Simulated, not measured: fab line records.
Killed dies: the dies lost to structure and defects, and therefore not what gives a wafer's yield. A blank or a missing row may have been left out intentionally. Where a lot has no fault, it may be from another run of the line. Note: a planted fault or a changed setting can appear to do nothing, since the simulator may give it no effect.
Comparing a struck lot with a sound one / flow nand_harc / 15 out of 1302 route steps
Sound: the wafers L480.1, L480.4, L480.6. Struck: wafers L488.2, L488.4, L488.5. The cause comes at the end.
At each step with rows: each side's tool, then ch and its chambers, then its first start. Under that, the readings that differ: sound wafers / struck wafers / difference of the means / sigmas: that difference in standard deviations of wafers without a fault.
alike: a reading whose means differ by less than 2 such deviations, as well as words and numbers matching on both sides. not compared: withheld readings; readings where some wafer has no value; bounds like >300 that might hide an equal value; numbers whose values overlap and for which the record gives no deviation.
A row with sigmas, a row that says differs or no value, or rows on one side alone: a step with any of these is where the two part. Non-overlapping numbers with no deviation appear without sigmas and do not part them. A reading that every wafer of one side lacks parts them only if that side has two wafers or more.

first, 1 step without rows for these wafers: NHARC_P_ZERO_WELL_HARDBAKE_25 (time 80 s).
NHARC_P_ZERO_WELL_DESCUM_26: chemistry O2, time 3 s.
  sound on rie_diel-06 ch 2,3, day 4 20:45; struck on rie_diel-02 ch 1,2, day 8 04:42
  alike: chamber_pressure_mTorr, drypump_motor_current_A, oes_product_au, rf_vpp_V, showerhead_plenum_p_Torr, throttle_valve_pct
  not compared: rf_hours_counter_h
then, 10 steps without rows for these wafers: NHARC_P_ZERO_WELL_IMPLANT_27; NHARC_P_ZERO_WELL_IMPLANT_57; NHARC_P_ZERO_WELL_IMPLANT_58; NHARC_P_ZERO_WELL_STRIP_28 (strips in SPM, time 840 s); NHARC_P_ZERO_WELL_DEHYDRATE_29 (time 120 s); NHARC_P_ZERO_WELL_HMDS_30 (time 30 s); NHARC_P_ZERO_WELL_COAT_31; NHARC_P_ZERO_WELL_SOFTBAKE_32 (time 95 s); NHARC_P_ZERO_WELL_EBR_33; NHARC_P_ZERO_WELL_EXPOSE_34 (exposes mask P PWELL, target cd 720 nm).
NHARC_P_ZERO_WELL_PEB_35: peb time 85 s.
  sound on litho_track-05 ch 0, day 4 22:09; struck on litho_track-05 ch 0, day 8 05:58
reading=heater_power_total_W (W); sound=163.68 163.57 163.95; struck=166.76 166.87 166.74; difference=+3.06; sigmas=+12
reading=plate_temp_C (C); sound=118.03 117.98 118.03; struck=119.52 119.72 119.61; difference=+1.60; sigmas=+12
then, 1 step without rows for these wafers: NHARC_P_ZERO_WELL_DEVELOP_36 (time 70 s).
-- jump in the record: it breaks off in module P_ZERO_WELL and resumes in module END (first step shown: number 1302 of the route), and 22 days separate the struck wafers' starts before and after --
NHARC_END_SORT_01:
  sound on prober-02 ch 0, day 27 05:47; struck on prober-02 ch 0, day 30 14:23
  alike: killed_at_array, killed_at_other, killed_at_periphery, killed_dies, killed_open, killed_short

== WHERE THEY PART ==
Within this record, at NHARC_P_ZERO_WELL_PEB_35 only. Later steps at which nothing parts them and some readings are alike: NHARC_END_SORT_01.

WHY: whatever the simulator had introduced
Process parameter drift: litho_track-05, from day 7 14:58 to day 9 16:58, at NHARC_P_ZERO_WELL_PEB_35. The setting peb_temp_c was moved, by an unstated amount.
